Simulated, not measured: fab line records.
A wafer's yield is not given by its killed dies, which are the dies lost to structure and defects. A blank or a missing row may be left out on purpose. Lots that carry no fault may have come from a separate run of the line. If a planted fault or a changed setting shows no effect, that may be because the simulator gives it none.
fab line records	flow nandHarc
[record] lots = 6	wafers = 18	lastDay = 24
route steps=1159 shown P_M1@315 P_M2@318 END@1159
lots that met no fault: from a run of the same line without faults
startH: hours from the record's opening day to when the first of the lot's shown wafers began	waitH: hours since the lot's step before	" unchanged from the row above	L1.1+2: a single row standing in for several wafers	- no value present, or no start provided	* or withheld: withheld	< > ~ a bound
route shown NAME@n: a module of which the file shows steps, and the number in the route of the first	usual: average and standard deviation across the fault-free wafers	same: alike in all rows	chamber/n: place in a boat	sites: the reading at each site	_std_site: the standard deviation of these	_edge_site: mean of outer sites minus mean of inner sites	radiusMm: how far each site lies from the wafer's centre	mask NAME#n: copy n	behind: the tool/chamber that last shaped the wafer	hold: what put the lot on hold/how long, in hours/how the hold closed	device: names the non-switching transistor (n, p or np)	end of line: tests run on the same wafers once the route is complete	a step without rows: its recipe alone	killed: not the wafer's yield, but the dies lost to structure and defects at the first sort	map: a wafer's dies, marking killed ones x, the rest . and places with no die _
set.NAME: the setting as run; set.NAME@STEP: as run at that earlier step	model.NAME: the simulator's own value behind a step, which no gauge read
a table for each step, a row for each wafer; lots at some steps of the route
services: a tool's chamber out of use, with start hour (startH, from the record's first day; less than 0 if before it), hours out, and reason
[[steps]]
[step NHARC_P_M1_INSPECT_27]
[usual] rawDefectCount = 330/120
lot.wafer	tool	chamber	startH	waitH	rawDefectCount
L395.1	defectInspect-02	-	143.98	0.0	541
L395.2	"	-	"	"	292
L395.5	"	-	"	"	297
L398.1	defectInspect-02	-	168.70	0.0	224
L398.5	"	-	"	"	200
L398.6	"	-	"	"	223
L400.1	defectInspect-01	-	178.37	0.0	472
L400.3	"	-	"	"	344
L400.5	"	-	"	"	451
L401.4	defectInspect-02	-	187.86	0.0	301
L401.5	"	-	"	"	272
L401.6	"	-	"	"	339
L408.2	defectInspect-01	-	225.84	0.0	393
L408.4	"	-	"	"	317
L408.5	"	-	"	"	379
L413.3	defectInspect-01	-	252.25	0.0	144
L413.4	"	-	"	"	186
L413.5	"	-	"	"	249
[step NHARC_P_M1_PRE_CLEAN_32]
[recipe] timeS = 12	tempC = 370	rfPowerW = 300	gas = NH3
[usual] heaterPowerW = 634/110
lot.wafer	tool	chamber	startH	waitH	heaterPowerW
L395.2	pecvd-01	2	144.22	0.2	499
L395.1	"	0	"	"	741
L395.5	"	1	"	"	516
L398.1	pecvd-01	1	168.77	0.1	562
L398.6	"	1	"	"	575
L398.5	"	2	"	"	443
L400.1	pecvd-03	2	178.45	0.1	633
L400.3	"	0	"	"	661
L400.5	"	0	"	"	673
L401.4	pecvd-03	2	187.97	0.1	673
L401.5	"	0	"	"	695
L401.6	"	1	"	"	582
L408.2	pecvd-03	0	225.91	0.1	632
L408.5	"	0	"	"	626
L408.4	"	1	"	"	597
L413.3	pecvd-04	1	252.34	0.1	796
L413.4	"	1	"	"	781
L413.5	"	0	"	"	729
[step NHARC_P_M1_DEP_33]
[recipe] targetThkA = 300	tempC = 370	targetThkNm = 30	pressureTorr = 3	flowSccm = 200	rfW = 450	material = SiCN
[usual] heaterPowerW = 581/110
lot.wafer	tool	chamber	startH	waitH	heaterPowerW
L395.2	pecvd-01	2	144.30	0.1	394
L395.1	"	0	"	"	697
L395.5	"	1	"	"	492
L398.1	pecvd-01	1	168.85	0.1	514
L398.6	"	1	"	"	505
L398.5	"	2	"	"	426
L400.1	pecvd-03	2	178.56	0.1	663
L400.3	"	0	"	"	630
L400.5	"	0	"	"	642
L401.4	pecvd-03	2	188.14	0.2	539
L401.5	"	0	"	"	664
L401.6	"	1	"	"	568
L408.2	pecvd-03	0	225.99	0.1	658
L408.5	"	0	"	"	672
L408.4	"	1	"	"	517
L413.3	pecvd-04	1	252.42	0.1	781
L413.4	"	1	"	"	781
L413.5	"	0	"	"	722
[step NHARC_P_M2_DEP_00]
[recipe] targetThkA = 1825	targetThkNm = 182.5	tempC = withheld	pressureTorr = 5	flowSccm = 200	rfW = 600	material = SiOC
[step NHARC_P_M2_DEHYDRATE_01]
[recipe] tempC = 150	timeS = 120
[step NHARC_P_M2_HMDS_02]
[recipe] timeS = 30
[step NHARC_P_M2_COAT_34]
[recipe] tempC = 200	timeS = 65
[step NHARC_P_M2_COAT_03]
[recipe] spinRpm = 1500	resistThkNm = 90
[step NHARC_P_M2_SOFTBAKE_04]
[recipe] tempC = 105	timeS = 55
[step NHARC_P_M2_EBR_05]
[step NHARC_P_M2_EXPOSE_06]
[recipe] na = 1.35	targetCdNm = 170	doseMj = 80.78	maskId = P_M2
[step NHARC_P_M2_PEB_07]
[recipe] pebTempC = 100	pebTimeS = 65
[usual] chillPlateTempC = 23.00/0.093	heaterPowerTotalW = 156.7/0.42
lot.wafer	tool	chamber	startH	waitH	chillPlateTempC	heaterPowerTotalW
L395.1	lithoTrack-01	0	145.45	0.1	22.96	156.5
L395.2	"	0	"	"	22.97	156.6
L395.5	"	0	"	"	23.07	157.0
L398.1	lithoTrack-06	0	170.02	0.1	22.92	157.1
L398.5	"	0	"	"	23.01	156.6
L398.6	"	0	"	"	22.96	156.3
L400.1	lithoTrack-06	0	179.54	0.1	22.88	164.6
L400.3	"	0	"	"	22.98	164.7
L400.5	"	0	"	"	22.99	164.9
L401.4	lithoTrack-06	0	189.20	0.1	23.27	165.0
L401.5	"	0	"	"	23.12	164.8
L401.6	"	0	"	"	22.99	164.9
L408.2	lithoTrack-01	0	227.16	0.1	23.01	157.2
L408.4	"	0	"	"	23.15	156.3
L408.5	"	0	"	"	23.07	156.7
L413.3	lithoTrack-01	0	253.63	0.0	23.04	156.1
L413.4	"	0	"	"	22.90	156.8
L413.5	"	0	"	"	23.05	156.0
[step NHARC_P_M2_DEVELOP_08]
[recipe] developTimeS = 35	devTempC = 23
[step NHARC_P_M2_CD_MEAS_09]
[recipe] targetCdNm = 170	landingEnergyEv = 500
[usual] cdNm = 169.7/0.87
lot.wafer	tool	chamber	startH	waitH	cdNm
L395.1	cdSem-02	0	145.53	-	171.0
L395.2	"	0	"	"	169.4
L395.5	"	0	"	"	169.4
L398.1	cdSem-01	0	170.10	-	170.2
L398.5	"	0	"	"	169.5
L398.6	"	0	"	"	169.6
L400.1	cdSem-01	0	179.61	-	165.7
L400.3	"	0	"	"	166.6
L400.5	"	0	"	"	166.2
L401.4	cdSem-01	0	189.28	-	166.4
L401.5	"	0	"	"	165.4
L401.6	"	0	"	"	166.2
L408.2	cdSem-02	0	227.24	-	170.5
L408.4	"	0	"	"	170.3
L408.5	"	0	"	"	171.6
L413.3	cdSem-01	0	253.71	-	169.8
L413.4	"	0	"	"	169.2
L413.5	"	0	"	"	169.5
[step NHARC_P_M2_OVL_MEAS_10]
[recipe] pitchNm = 340
[usual] overlayXNm = 0.3/0.89	overlayYNm = 0.2/0.86
lot.wafer	tool	chamber	startH	waitH	overlayXNm	overlayYNm
L395.1	overlay-02	-	145.62	-	-0.1	0.7
L395.2	"	-	"	"	0.2	0.5
L395.5	"	-	"	"	0.3	0.4
L398.1	overlay-02	-	170.19	-	-1.9	0.5
L398.5	"	-	"	"	-1.1	0.6
L398.6	"	-	"	"	-2.4	0.4
L400.1	overlay-02	-	179.70	-	-0.4	-0.7
L400.3	"	-	"	"	0.0	0.2
L400.5	"	-	"	"	0.1	0.0
L401.4	overlay-01	-	189.37	-	-0.2	-0.4
L401.5	"	-	"	"	-0.6	0.2
L401.6	"	-	"	"	-0.2	0.1
L408.2	overlay-02	-	227.32	-	1.2	-0.4
L408.4	"	-	"	"	1.6	-1.0
L408.5	"	-	"	"	1.0	-0.4
L413.3	overlay-01	-	253.80	-	0.1	0.5
L413.4	"	-	"	"	0.4	0.4
L413.5	"	-	"	"	0.0	0.6
[step NHARC_P_M2_INSPECT_11]
[usual] rawDefectCount = 4.0/2.1
lot.wafer	tool	chamber	startH	waitH	rawDefectCount
L395.1	defectInspect-02	-	145.65	0.0	2
L395.2	"	-	"	"	3
L395.5	"	-	"	"	2
L398.1	defectInspect-01	-	170.22	0.0	3
L398.5	"	-	"	"	2
L398.6	"	-	"	"	2
L400.1	defectInspect-02	-	179.74	0.0	6
L400.3	"	-	"	"	3
L400.5	"	-	"	"	3
L401.4	defectInspect-02	-	189.40	0.0	2
L401.5	"	-	"	"	4
L401.6	"	-	"	"	3
L408.2	defectInspect-01	-	227.36	0.0	4
L408.4	"	-	"	"	4
L408.5	"	-	"	"	5
L413.3	defectInspect-01	-	253.83	0.0	2
L413.4	"	-	"	"	3
L413.5	"	-	"	"	2
[step NHARC_P_M2_DESCUM_14]
[recipe] timeS = 3	o2FlowSccm = 200	arFlowSccm = 0	biasPowerW = 0	chemistry = O2
[usual] drypumpMotorCurrentA = 5.57/0.22	o2FlowSccm = 199.9/0.65	oesProductAu = 0.998/0.015	rfVppV = 57.7/0.92	showerheadPlenumPTorr = 1.87/0.076	throttleValvePct = 11.310/0.0096
lot.wafer	tool	chamber	startH	waitH	drypumpMotorCurrentA	o2FlowSccm	oesProductAu	rfHoursCounterH	rfVppV	showerheadPlenumPTorr	throttleValvePct	model.P_M2.cdNm
L395.1	rieDiel-12	1	145.71	0.1	5.38	200.4	1.006	21	59.8	1.85	11.305	171.3
L395.2	"	3	"	"	5.96	200.2	1.021	20	58.2	1.99	11.317	169.4
L395.5	"	1	"	"	5.39	199.8	1.006	-	59.3	1.84	11.323	169.6
L398.1	rieDiel-03	2	170.29	0.1	5.75	200.0	0.988	45	57.8	1.99	11.312	170.1
L398.5	"	1	"	"	5.25	199.4	0.977	-	56.9	1.85	11.321	169.4
L398.6	"	2	"	"	5.76	199.5	0.989	-	58.4	1.99	11.308	169.6
L400.3	rieDiel-05	0	179.82	0.1	5.71	198.7	0.984	0	58.5	1.95	11.316	166.4
L400.1	"	2	"	"	5.77	200.9	1.011	0	57.2	1.79	11.307	166.5
L400.5	"	2	"	"	5.74	200.2	0.997	-	56.7	1.79	11.301	166.8
L401.4	rieDiel-05	2	189.49	0.1	5.76	200.4	0.999	1	56.7	1.79	11.307	167.2
L401.6	"	3	"	"	5.37	199.7	0.976	-	58.2	1.91	11.313	165.1
L401.5	"	0	"	"	5.72	200.6	0.979	-	57.3	1.95	11.299	165.3
L408.4	rieDiel-03	2	227.42	0.1	5.75	200.8	1.013	1	57.7	1.98	11.302	170.5
L408.2	"	3	"	"	5.18	198.9	0.988	1	57.9	1.84	11.317	171
L408.5	"	2	"	"	5.75	200.1	0.996	-	59.3	1.98	11.333	171.3
L413.4	rieDiel-05	2	253.89	0.1	5.73	200.7	1.008	3	56.3	1.79	11.305	170.1
L413.3	"	0	"	"	5.71	200.3	0.971	3	57.3	1.95	11.304	169.5
L413.5	"	3	"	"	5.36	199.4	0.991	-	58.7	1.91	11.311	168.5
[step NHARC_P_M2_ETCH_35]
[recipe] targetDepthA = 400	overetchA = 120	timeS = 43.94	ionEnergyEv = 200	n2FlowSccm = 150	h2FlowSccm = 150	arFlowSccm = 0	rfW = 400	biasW = 150	chemistry = N2/H2
[usual] drypumpMotorCurrentA = 5.56/0.22	oesProductAu = 0.996/0.015	rfVppV = 429.6/2.4	showerheadPlenumPTorr = 2.00/0.081	throttleValvePct = 14.171/0.0092
lot.wafer	tool	chamber	startH	waitH	drypumpMotorCurrentA	oesProductAu	rfHoursCounterH	rfVppV	showerheadPlenumPTorr	throttleValvePct
L395.2	rieDiel-12	0	145.80	0.1	6.09	0.993	21	426.6	1.90	14.163
L395.1	"	1	"	"	5.40	1.000	21	428.5	1.97	14.168
L395.5	"	1	"	"	5.40	0.997	-	428.1	1.97	14.163
L398.1	rieDiel-03	0	170.37	0.1	5.72	1.003	40	431.0	2.07	14.163
L398.6	"	3	"	"	5.18	1.000	-	427.4	1.97	14.167
L398.5	"	0	"	"	5.68	1.005	-	429.7	2.07	14.179
L400.1	rieDiel-05	2	179.92	0.1	5.72	1.005	0	425.8	1.91	14.187
L400.3	"	0	"	"	5.71	0.979	0	431.9	2.08	14.158
L400.5	"	0	"	"	5.74	0.973	-	430.5	2.08	14.144
L401.4	rieDiel-05	1	189.56	0.1	5.40	0.999	0	426.9	1.90	14.165
L401.5	"	3	"	"	5.38	0.996	-	430.5	2.03	14.172
L401.6	"	0	"	"	5.70	0.973	-	432.5	2.08	14.169
L408.2	rieDiel-03	1	227.51	0.1	5.26	0.974	1	429.7	1.97	14.184
L408.4	"	2	"	"	5.76	1.007	1	431.2	2.12	14.168
L408.5	"	1	"	"	5.26	0.967	-	428.5	1.97	14.179
L413.4	rieDiel-05	2	253.99	0.1	5.73	0.996	3	426.8	1.91	14.163
L413.3	"	3	"	"	5.34	0.994	3	431.5	2.03	14.160
L413.5	"	0	"	"	5.72	0.973	-	431.5	2.08	14.173
[step NHARC_P_M2_ETCH_15]
[recipe] targetDepthA = 1825	timeS = 91.2	c4f8FlowSccm = withheld	arFlowSccm = 400	rfW = 600	biasW = 300	chemistry = C4F8/Ar
[usual] oesProductAu = 0.951/0.024	rfVppV = 439.7/2.6
lot.wafer	tool	chamber	startH	waitH	oesProductAu	rfHoursCounterH	rfVppV
L395.1	rieDiel-12	2	-	-	0.916	20	446.0
L395.2	"	0	"	"	0.927	21	436.6
L395.5	"	2	"	"	0.920	-	444.9
L398.1	rieDiel-03	3	-	-	0.925	39	437.9
L398.5	"	2	"	"	0.929	-	442.6
L398.6	"	3	"	"	0.919	-	439.1
L400.3	rieDiel-05	3	-	-	0.949	0	440.0
L400.1	"	0	"	"	0.942	0	440.6
L400.5	"	3	"	"	0.949	-	441.4
L401.4	rieDiel-05	3	-	-	0.962	1	439.9
L401.5	"	2	"	"	0.990	-	437.2
L401.6	"	3	"	"	0.959	-	440.4
L408.4	rieDiel-03	3	-	-	0.954	1	438.9
L408.2	"	0	"	"	0.957	1	441.0
L408.5	"	2	"	"	0.967	-	442.2
L413.3	rieDiel-05	1	-	-	0.975	2	435.0
L413.4	"	2	"	"	0.960	3	435.6
L413.5	"	2	"	"	0.971	-	435.2
[step NHARC_P_M2_CD_MEAS_16]
[usual] cdNm = 169.6/1.2
lot.wafer	tool	chamber	startH	waitH	cdNm
L395.1	cdSem-01	-	146.02	-	170.8
L395.2	"	-	"	"	169.3
L395.5	"	-	"	"	169.1
L398.1	cdSem-03	-	170.59	-	169.9
L398.5	"	-	"	"	169.5
L398.6	"	-	"	"	168.8
L400.1	cdSem-01	-	180.17	-	166.7
L400.3	"	-	"	"	166.4
L400.5	"	-	"	"	166.9
L401.4	cdSem-02	-	189.85	-	167.2
L401.5	"	-	"	"	164.6
L401.6	"	-	"	"	164.9
L408.2	cdSem-01	-	227.82	-	171.7
L408.4	"	-	"	"	170.4
L408.5	"	-	"	"	171.9
L413.3	cdSem-01	-	254.20	-	169.1
L413.4	"	-	"	"	170.4
L413.5	"	-	"	"	169.0
[step NHARC_P_M2_STRIP_18]
[recipe] powerW = 1000	n2FlowSccm = 150	h2FlowSccm = 150	arFlowSccm = 0	biasW = 0	chemistry = N2/H2
[usual] drypumpMotorCurrentA = 5.55/0.22	oesProductAu = 0.996/0.016	rfVppV = 90.5/0.85	showerheadPlenumPTorr = 2.00/0.08	throttleValvePct = 14.172/0.0096
lot.wafer	tool	chamber	startH	waitH	drypumpMotorCurrentA	oesProductAu	rfHoursCounterH	rfVppV	showerheadPlenumPTorr	throttleValvePct
L395.2	rieDiel-05	3	146.09	0.1	5.34	1.017	5	91.4	2.03	14.156
L395.1	"	2	"	"	5.76	1.014	6	89.8	1.91	14.170
L395.5	"	3	"	"	5.36	1.028	-	91.6	2.03	14.182
L398.1	rieDiel-03	1	170.69	0.1	5.26	0.975	44	90.2	1.97	14.178
L398.6	"	1	"	"	5.26	0.977	-	90.5	1.97	14.178
L398.5	"	2	"	"	5.75	0.997	-	91.2	2.12	14.172
L400.3	rieDiel-03	2	180.24	0.1	5.74	1.010	48	90.6	2.12	14.175
L400.1	"	3	"	"	5.18	0.995	41	90.5	1.97	14.181
L400.5	"	2	"	"	5.76	1.012	-	91.5	2.12	14.198
L401.4	rieDiel-05	3	189.97	0.1	5.35	0.994	1	89.5	2.03	14.159
L401.6	"	1	"	"	5.42	0.991	-	90.1	1.90	14.181
L401.5	"	2	"	"	5.79	1.011	-	89.1	1.91	14.179
L408.2	rieDiel-05	3	227.89	0.1	5.35	0.991	2	91.4	2.03	14.178
L408.5	"	3	"	"	5.35	0.993	-	91.1	2.03	14.163
L408.4	"	0	"	"	5.73	0.973	-	90.7	2.08	14.170
L413.4	rieDiel-05	2	254.30	0.1	5.75	1.000	3	89.6	1.91	14.167
L413.3	"	3	"	"	5.34	0.993	3	91.0	2.03	14.180
L413.5	"	2	"	"	5.75	1.010	-	89.4	1.91	14.153
[step NHARC_P_M2_ETCH_28]
[recipe] targetDepthA = 300	overEtchFrac = 0.3	timeS = 72.99	ionEnergyEv = 150	cf4FlowSccm = 50	n2FlowSccm = 100	arFlowSccm = 150	rfW = 300	biasW = 100	chemistry = CF4/N2
[usual] drypumpMotorCurrentA = 5.55/0.22	oesProductAu = 0.995/0.014	rfVppV = 313.4/1.8	showerheadPlenumPTorr = 2.57/0.096	throttleValvePct = 19.795/0.0092
[same] overEtchFrac = 0.3
lot.wafer	tool	chamber	startH	waitH	drypumpMotorCurrentA	oesProductAu	rfHoursCounterH	rfVppV	showerheadPlenumPTorr	throttleValvePct	model.P_M2.cdNm
L395.2	rieDiel-05	3	-	-	5.29	1.018	5	313.7	2.62	19.801	170.7
L395.1	"	0	"	"	5.71	1.000	6	314.5	2.67	19.791	171.4
L395.5	"	2	"	"	5.71	1.005	-	312.5	2.47	19.792	170.7
L398.1	rieDiel-03	1	-	-	5.24	0.982	45	314.7	2.54	19.790	170.8
L398.6	"	3	"	"	5.16	1.006	-	312.0	2.54	19.806	169.7
L398.5	"	0	"	"	5.71	1.011	-	314.6	2.66	19.807	171.3
L400.1	rieDiel-03	3	-	-	5.18	0.985	41	312.9	2.54	19.810	167.1
L400.3	"	0	"	"	5.70	0.985	42	314.9	2.66	19.795	167.9
L400.5	"	2	"	"	5.76	0.994	-	315.8	2.72	19.789	168.3
L401.4	rieDiel-05	1	-	-	5.42	0.988	0	312.0	2.46	19.790	168.5
L401.5	"	0	"	"	5.70	0.974	-	315.5	2.67	19.790	165.2
L401.6	"	1	"	"	5.40	0.987	-	311.0	2.47	19.785	164.6
L408.2	rieDiel-05	3	-	-	5.37	0.993	2	313.9	2.62	19.802	172.4
L408.4	"	2	"	"	5.74	0.991	-	311.0	2.47	19.805	171.1
L408.5	"	3	"	"	5.33	0.987	-	315.3	2.62	19.801	172.8
L413.3	rieDiel-05	2	-	-	5.73	1.011	3	309.6	2.47	19.779	170.7
L413.4	"	3	"	"	5.36	0.999	3	312.7	2.62	19.793	170.7
L413.5	"	1	"	"	5.43	0.990	-	312.0	2.46	19.808	169.5
[step NHARC_P_M2_STRIP_19]
[recipe] timeS = 600	tempC = 30	chemistry = postEtchResidueRemover
[step NHARC_END_SORT_01]
[recipe] tempC = 25
[usual] defectLimitedYield = 95.1/1.6	killedAtArray = 29/11	killedAtOther = 0.6/1	killedAtPeriphery = 3.1/2.1	killedDies = 33/11	killedOpen = 3.1/1.9	killedShort = 1.9/1.5	sort_bin_2_pct = 1.5/0.66	sort_bin_3_pct = 0.29/0.23	sort_bin_4_pct = 3.1/0.98	sortNPass = 644/11	sortRimYieldPct = 96.9/2.3	sortYieldPct = 95.1/1.6
[same] grossDies = 677	sort_bin_5_pct[%] = 0	sort_bin_6_pct[%] = 0	sort_bin_7_pct[%] = 0	sort_bin_8_pct[%] = 0	sortRimNGross = 106.00
lot.wafer	tool	chamber	startH	waitH	defectLimitedYield[%]	killedAtArray	killedAtOther	killedAtPeriphery	killedDies	killedOpen	killedShort	sort_bin_2_pct[%]	sort_bin_3_pct[%]	sort_bin_4_pct[%]	sortNPass	sortRimYieldPct[%]	sortYieldPct[%]
L398.1	prober-02	0	494.19	2.5	95.6	25	0	5	30	3	4	1.5	0.15	2.8	647	96.2	95.6
L398.5	prober-02	0	497.42	3.7	96.3	22	0	3	25	1	3	1.5	0.44	1.8	652	98.1	96.3
L398.6	prober-02	0	498.23	4.0	95.7	25	0	4	29	2	3	1.2	0.30	2.8	648	99.1	95.7
L400.1	prober-01	0	494.20	2.5	97.2	12	0	7	19	1	3	0.6	0	2.2	658	100.0	97.2
L400.3	prober-01	0	495.80	3.1	97.5	15	0	2	17	5	1	0.1	0.44	1.9	660	99.1	97.5
L400.5	prober-01	0	497.40	3.7	97.2	17	0	2	19	0	1	0.9	0.30	1.6	658	100.0	97.2
L401.4	prober-01	0	517.96	3.4	98.5	8	0	2	10	1	0	0.7	0	0.7	667	100.0	98.5
L401.5	prober-01	0	518.77	3.7	97.2	16	0	3	19	2	3	0.7	0.30	1.8	658	97.2	97.2
L401.6	prober-01	0	519.58	4.1	96.2	23	2	1	26	4	2	1.6	0.15	2.1	651	99.1	96.2
L408.2	prober-02	0	532.16	2.8	96.2	20	2	4	26	4	1	1.0	0.30	2.5	651	94.3	96.2
L408.4	prober-02	0	533.76	3.4	96.3	21	0	4	25	4	0	1.0	0	2.7	652	100.0	96.3
L408.5	prober-02	0	534.56	3.7	96.2	21	1	4	26	4	0	0.7	0.15	3.0	651	93.4	96.2
L413.3	prober-02	0	574.55	3.1	93.5	43	0	1	44	4	4	1.9	0.30	4.3	633	91.5	93.5
L413.4	prober-02	0	575.35	3.4	92.6	48	0	2	50	4	4	2.2	0.30	4.9	627	97.2	92.6
L413.5	prober-02	0	576.15	3.7	93.1	45	0	2	47	4	2	1.3	0.44	5.2	630	94.3	93.1
// killed by level:class
L398.1 A_CHANNEL_HOLE_D1:chamberFilmFlake=15 A_STAIRCASE:chamberFilmFlake=3 A_CONTACT:chamberFilmFlake=3 P_GATE:geometricParticle:short=1 P_GATE:geometricParticle:open=1 P_CONTACT:geometricParticle:short=1 P_CONTACT:geometricParticle:open=1 A_ONON_D1:geometricParticle:short=1
L400.1 A_CONTACT:chamberFilmFlake=7 A_CHANNEL_HOLE_D1:chamberFilmFlake=3 P_ZERO_WELL:chamberFilmFlake=2 A_STAIRCASE:chamberFilmFlake=2 P_STI:geometricParticle:short=1 P_CONTACT:geometricParticle:open=1 P_M2:geometricParticle:short=1 P_BONDPAD:geometricParticle:short=1
L400.3 A_CHANNEL_HOLE_D1:chamberFilmFlake=5 A_CONTACT:chamberFilmFlake=3 A_M0:geometricParticle:open=2 P_M0:geometricParticle:open=1 A_ONON_D1:geometricParticle:open=1 A_WL_FILL:geometricParticle:short=1 A_CONTACT:geometricParticle:open=1 A_STAIRCASE:chamberFilmFlake=1
L400.5 A_CHANNEL_HOLE_D1:chamberFilmFlake=6 A_CONTACT:chamberFilmFlake=6 A_STAIRCASE:chamberFilmFlake=4 P_M2:chamberFilmFlake=2 A_M1:geometricParticle:short=1
L398.5 A_CHANNEL_HOLE_D1:chamberFilmFlake=12 A_CHANNEL_FILL_D1:chamberFilmFlake=3 A_CONTACT:chamberFilmFlake=3 P_CONTACT:geometricParticle:short=2 A_STAIRCASE:chamberFilmFlake=2 P_M0:geometricParticle:open=1 A_ONON_D1:geometricParticle:short=1 A_WL_FILL:chamberFilmFlake=1
L398.6 A_CHANNEL_HOLE_D1:chamberFilmFlake=18 A_CONTACT:chamberFilmFlake=3 P_CONTACT:geometricParticle:short=2 A_WL_FILL:chamberFilmFlake=2 P_CONTACT:geometricParticle:open=1 A_SOURCE_PLATE:geometricParticle:open=1 A_CHANNEL_FILL_D1:geometricParticle:short=1 P_GATE:chamberFilmFlake=1
L401.4 A_CONTACT:chamberFilmFlake=3 A_CHANNEL_HOLE_D1:chamberFilmFlake=3 A_BLC:geometricParticle:open=1 P_ZERO_WELL:chamberFilmFlake=1 P_M2:chamberFilmFlake=1 A_SLIT:chamberFilmFlake=1
L401.5 A_STAIRCASE:chamberFilmFlake=5 A_CHANNEL_HOLE_D1:chamberFilmFlake=3 P_ZERO_WELL:chamberFilmFlake=2 A_ZERO_WELL:chamberFilmFlake=2 P_CONTACT:geometricParticle:short=1 A_ONON_D1:geometricParticle:open=1 A_CHANNEL_FILL_D1:geometricParticle:short=1 A_CONTACT:geometricParticle:short=1
L401.6 A_STAIRCASE:chamberFilmFlake=6 A_CHANNEL_HOLE_D1:chamberFilmFlake=4 A_WL_FILL:chamberFilmFlake=3 A_CONTACT:chamberFilmFlake=3 A_ONON_D1:geometricParticle:open=1 A_CHANNEL_FILL_D1:geometricParticle:open=1 A_CHANNEL_FILL_D1:geometricParticle:short=1 A_WL_FILL:geometricParticle:open=1
L408.2 A_STAIRCASE:chamberFilmFlake=9 A_CHANNEL_HOLE_D1:chamberFilmFlake=5 P_STI:chamberFilmFlake=2 A_CONTACT:chamberFilmFlake=2 P_M1:geometricParticle:open=1 A_CHANNEL_HOLE_D1:geometricParticle:open=1 A_WL_FILL:geometricParticle:short=1 A_M1:geometricParticle:open=1
L408.4 A_STAIRCASE:chamberFilmFlake=7 A_WL_FILL:chamberFilmFlake=4 A_CHANNEL_HOLE_D1:chamberFilmFlake=4 A_CONTACT:chamberFilmFlake=3 P_STI:chamberFilmFlake=2 P_CONTACT:geometricParticle:open=1 A_ONON_D1:geometricParticle:open=1 A_SGD_CUT:geometricParticle:open=1
L408.5 A_CHANNEL_HOLE_D1:chamberFilmFlake=8 A_STAIRCASE:chamberFilmFlake=5 P_ZERO_WELL:chamberFilmFlake=3 A_CONTACT:chamberFilmFlake=3 A_WL_FILL:geometricParticle:open=2 P_M0:geometricParticle:open=1 A_CHANNEL_FILL_D1:geometricParticle:open=1 A_WL_FILL:chamberFilmFlake=1
L413.3 A_SLIT:chamberFilmFlake=17 A_CHANNEL_HOLE_D1:chamberFilmFlake=10 A_STAIRCASE:chamberFilmFlake=5 A_CONTACT:chamberFilmFlake=3 A_WL_FILL:geometricParticle:short=2 P_M1:geometricParticle:short=1 A_ONON_D1:geometricParticle:open=1 A_CHANNEL_FILL_D1:geometricParticle:short=1
L413.4 A_SLIT:chamberFilmFlake=22 A_CHANNEL_HOLE_D1:chamberFilmFlake=9 A_STAIRCASE:chamberFilmFlake=5 A_CONTACT:chamberFilmFlake=3 A_ONON_D1:geometricParticle:short=2 A_M0:geometricParticle:open=2 A_WL_FILL:chamberFilmFlake=2 P_M0:geometricParticle:open=1
L413.5 A_SLIT:chamberFilmFlake=18 A_CHANNEL_HOLE_D1:chamberFilmFlake=7 A_STAIRCASE:chamberFilmFlake=6 A_CONTACT:chamberFilmFlake=6 A_WL_FILL:chamberFilmFlake=2 A_CHANNEL_HOLE_D1:geometricParticle:open=1 A_SGD_CUT:geometricParticle:short=1 A_WL_FILL:geometricParticle:open=1
[[services]]
tool	chamber	startH	hours	kind
pecvd-03	1	132.95	12.2	repair
rieDiel-03	0	133.06	6.9	repair
pecvd-03	2	136.42	11.0	repair
rieDiel-05	0	142.62	-	clean
rieDiel-05	1	142.62	-	clean
rieDiel-05	2	142.62	-	clean
rieDiel-05	3	142.62	-	clean
rieDiel-05	2	147.80	9.8	repair
rieDiel-05	-	163.60	9.0	pm
rieDiel-05	0	163.60	9.0	ventCycle
rieDiel-05	1	163.60	24.4	ventCycle
rieDiel-05	2	163.60	9.0	ventCycle
rieDiel-05	3	163.60	9.0	ventCycle
rieDiel-05	0	172.60	-	clean
rieDiel-05	2	172.60	-	clean
rieDiel-05	-	193.21	0.1	repair
pecvd-04	-	196.30	13.0	pm
rieDiel-12	-	202.40	9.0	pm
rieDiel-03	-	215.32	9.0	pm
rieDiel-05	1	217.38	12.8	repair
rieDiel-05	0	221.54	1.6	repair
rieDiel-03	0	231.06	2.7	repair
pecvd-01	-	237.34	13.0	pm
rieDiel-05	3	243.16	6.4	repair
[[key]]
[firstSign] step = NHARC_P_M2_PEB_07	reading = heaterPowerTotalW	direction = up	sigmas = 19	usual = *	struck = *
[effect] step = NHARC_P_M2_CD_MEAS_09	reading = cdNm	direction = down	sigmas = 4.1	usual = 169.7	struck = 166.1
[effect] step = NHARC_P_M2_CD_MEAS_16	reading = cdNm	direction = down	sigmas = 2.9	usual = 169.6	struck = 166.1
[modelEffect] step = NHARC_P_M2_DESCUM_14	value = P_M2.cdNm	without = 169.3	struck = 166.2
[modelEffect] step = NHARC_P_M2_ETCH_28	value = P_M2.cdNm	without = 170.1	struck = 166.9
metAt NHARC_P_M2_PEB_07
struckWafers L400.1,L400.3,L400.5,L401.4,L401.5,L401.6
onsetBetween 170.02 179.54
[fault] kind = processParameterDrift	tool = lithoTrack-06	chamber = -	onsetH = 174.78	steps = NHARC_P_M2_PEB_07	channel = pebTimeS	offset = *	shape = step	endH = 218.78	actsIn = *	stated = *
